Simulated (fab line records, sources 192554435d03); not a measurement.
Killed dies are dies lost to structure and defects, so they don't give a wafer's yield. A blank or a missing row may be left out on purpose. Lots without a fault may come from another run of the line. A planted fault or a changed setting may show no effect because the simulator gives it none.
Split-lot experiment | flow n5_finfet | 7 lots, 21 wafers read, on a route of 1938 steps

THE SPLIT
At N5_BEOL_M2_TRENCH_ETCH_37 (etches SiOC in C4F6/O2, target depth 55.555 nm, time 29.2 s), the setting bias_w was moved away from the recipe's 185 W on 8 of the 21 wafers read, by -6.9% to +17.7%. The other wafers ran this setting at the recipe's value.

The reading is taken at the split's own step.

THE READING
rf_vpp_V, in V, at N5_BEOL_M2_TRENCH_ETCH_37 (etches SiOC in C4F6/O2, target depth 55.555 nm, time 29.2 s). Fault-free wafers of this fab line usually give 668 V, standard deviation 8.5 V.

wafer  | tool, chamber at the split | bias_w as run, W | against the recipe | rf_vpp_V, V | against lot-mates on the recipe
L074.3 | rie_diel-01, 0             | 185              | recipe             | 675         | -
L074.5 | rie_diel-01, 3             | 185              | recipe             | 681         | -
L074.6 | rie_diel-01, 2             | 185              | recipe             | 659         | -
L076.1 | rie_diel-06, 0             | 217.7            | +17.7%             | 756         | +79
L076.3 | rie_diel-06, 1             | 217.7            | +17.7%             | 746         | +69
L076.5 | rie_diel-06, 3             | 185              | recipe             | 677         | -
L080.1 | rie_diel-05, 3             | 185              | recipe             | 671         | -
L080.3 | rie_diel-05, 1             | 185              | recipe             | 668         | -
L080.4 | rie_diel-05, 0             | 185              | recipe             | 660         | -
L083.1 | rie_diel-01, 3             | 172.3            | -6.9%              | 643         | -24
L083.4 | rie_diel-01, 0             | 185              | recipe             | 674         | -
L083.5 | rie_diel-01, 2             | 185              | recipe             | 659         | -
L087.1 | rie_diel-01, 0             | 185              | recipe             | 674         | -
L087.5 | rie_diel-01, 2             | 201.9            | +9.1%              | 704         | +30
L087.6 | rie_diel-01, 3             | 201.9            | +9.1%              | 728         | +54
L090.1 | rie_diel-06, 2             | 213              | +15.1%             | 749         | +78
L090.5 | rie_diel-06, 1             | 213              | +15.1%             | 730         | +59
L090.6 | rie_diel-06, 2             | 185              | recipe             | 671         | -
L093.2 | rie_diel-01, 1             | 203.5            | +10.0%             | 719         | +58
L093.4 | rie_diel-01, 2             | 185              | recipe             | 655         | -
L093.6 | rie_diel-01, 1             | 185              | recipe             | 667         | -

THE FIT
A straight line over all 21 wafers: rf_vpp_V changes by +4.67 V for each +1% of bias_w; r = +0.97; the points scatter about the line by 8.5 V.
The same after taking each lot's own level away (the mean of its wafers on the recipe; 21 wafers): +4.37 V for each +1%; r = +0.97; scatter 8.2 V.
On that fit, the largest move of bias_w shifts the reading by 77 V.
The lots' own levels span 661.0 to 677.0 V, that is 1.9 times the standard deviation above.
So the lot-to-lot level changes the slope little: the two slopes agree.
Check: with one of the wafers moved furthest among these (+17.7%) left out of the fit, the line predicts +78.1 V for it against its lot-mates. It came out at +79 V against them.
Tool readings at the split's step, against how far the setting was moved: rf_vpp_V r = +0.97.

THE FILE'S OWN FIT
rf_vpp_V changes by +4.51 V for each +1% of bias_w, r = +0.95.
